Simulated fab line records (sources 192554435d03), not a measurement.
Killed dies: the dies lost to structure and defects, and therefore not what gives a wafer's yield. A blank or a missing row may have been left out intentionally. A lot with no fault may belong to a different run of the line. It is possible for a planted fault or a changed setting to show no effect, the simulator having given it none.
One fault seen from 2 desks + flow n5-finfet + only its own numbers are on each desk; what lay behind them is given at the end

## THE TOOL OWNER'S DESK: rie-diel-06
The tool's own readings at N5_BEOL_M1_ETCH_41 (etches SiCN in CH3F/O2, target depth 31.9 nm, time 57.8 s): means of the sampled wafers that have a number, for each lot that ran on this tool. If a lot's mean is further than 4 standard deviations from the usual mean, the lot is out of limits and carries the mark OUT (the distance appears in the brackets).
Columns: A = chamber-pressure-mTorr at N5_BEOL_M1_ETCH_41, usual 29.997 mTorr; B = drypump-motor-current-A at N5_BEOL_M1_ETCH_41, usual 5.76 A; C = mfc-ar-sccm at N5_BEOL_M1_ETCH_41, usual 150.0 sccm; D = oes-product-au at N5_BEOL_M1_ETCH_41, usual 0.77 a.u.; E = rf-vpp-V at N5_BEOL_M1_ETCH_41, usual 297.5 V; F = showerhead-plenum-p-Torr at N5_BEOL_M1_ETCH_41, usual 2.01 Torr; G = throttle-valve-pct at N5_BEOL_M1_ETCH_41, usual 16.38 %
| lot  | first seen here | A      | B    | C     | D    | E     | F    | G     |
|------|-----------------|--------|------|-------|------|-------|------|-------|
| L239 | day 6 08:47     | 29.981 | 5.75 | 150.0 | 0.79 | 297.7 | 2.04 | 16.35 |
| L240 | day 6 16:30     | 29.981 | 5.87 | 149.9 | 0.81 | 299.4 | 2.07 | 16.39 |
| L254 | day 9 22:47     | 29.962 | 5.67 | 149.7 | 0.92 | 296.6 | 1.98 | 16.41 |
| L257 | day 10 18:58    | 30.017 | 5.84 | 149.9 | 0.83 | 297.9 | 1.99 | 16.59 |
| L258 | day 11 01:26    | 29.962 | 5.82 | 150.2 | 0.83 | 296.2 | 1.99 | 16.59 |
This desk found nothing out of limits on any of the 5 lots.

## METROLOGY DESK
What the gauges read, lot by lot, whatever tool the lot ran on: means of the sampled wafers that have a number. If a lot's mean is further than 4 standard deviations from the usual mean, the lot is out of limits and carries the mark OUT (the distance appears in the brackets). Only the readings that lie furthest out on some lot appear, 7 of the 10 it has.
Columns: A = DIBL_N at N5_BEOL_M4_RC_MEAS_101, usual 36.6 mV/V; B = IOFF_N at N5_BEOL_M4_RC_MEAS_101, usual 0.16 nA/um; C = IOFF_P at N5_BEOL_M4_RC_MEAS_101, usual 0.21 nA/um; D = ION_P at N5_BEOL_M4_RC_MEAS_101, usual 460 uA/um; E = SS_N at N5_BEOL_M4_RC_MEAS_101, usual 71.8 mV/dec; F = SS_P at N5_BEOL_M4_RC_MEAS_101, usual 73.3 mV/dec; G = VT_P at N5_BEOL_M4_RC_MEAS_101, usual -250 mV
| lot  | first seen here | A    | B    | C    | D   | E    | F    | G    |
|------|-----------------|------|------|------|-----|------|------|------|
| L239 | day 7 18:58     | 36.7 | 0.14 | 0.17 | 451 | 71.5 | 72.6 | -256 |
| L240 | day 8 03:41     | 38.8 | 0.18 | 0.24 | 462 | 72.2 | 73.6 | -247 |
| L248 | day 10 02:29    | 35.7 | 0.16 | 0.22 | 465 | 71.8 | 72.9 | -249 |
| L254 | day 11 08:04    | 35.3 | 0.15 | 0.17 | 455 | 71.4 | 72.7 | -256 |
| L255 | day 12 03:27    | 37.8 | 0.18 | 0.21 | 452 | 72.1 | 73.5 | -252 |
| L257 | day 12 11:19    | 35.0 | 0.15 | 0.19 | 450 | 71.8 | 73.0 | -252 |
| L258 | day 12 15:49    | 36.2 | 0.13 | 0.17 | 458 | 71.0 | 73.3 | -254 |
This desk found nothing out of limits on any of the 7 lots.

## PUT TOGETHER
The tool owner's desk saw nothing out of limits.
Metrology desk: nothing out of limits seen.

## WHAT THE SIMULATOR HAD PUT IN
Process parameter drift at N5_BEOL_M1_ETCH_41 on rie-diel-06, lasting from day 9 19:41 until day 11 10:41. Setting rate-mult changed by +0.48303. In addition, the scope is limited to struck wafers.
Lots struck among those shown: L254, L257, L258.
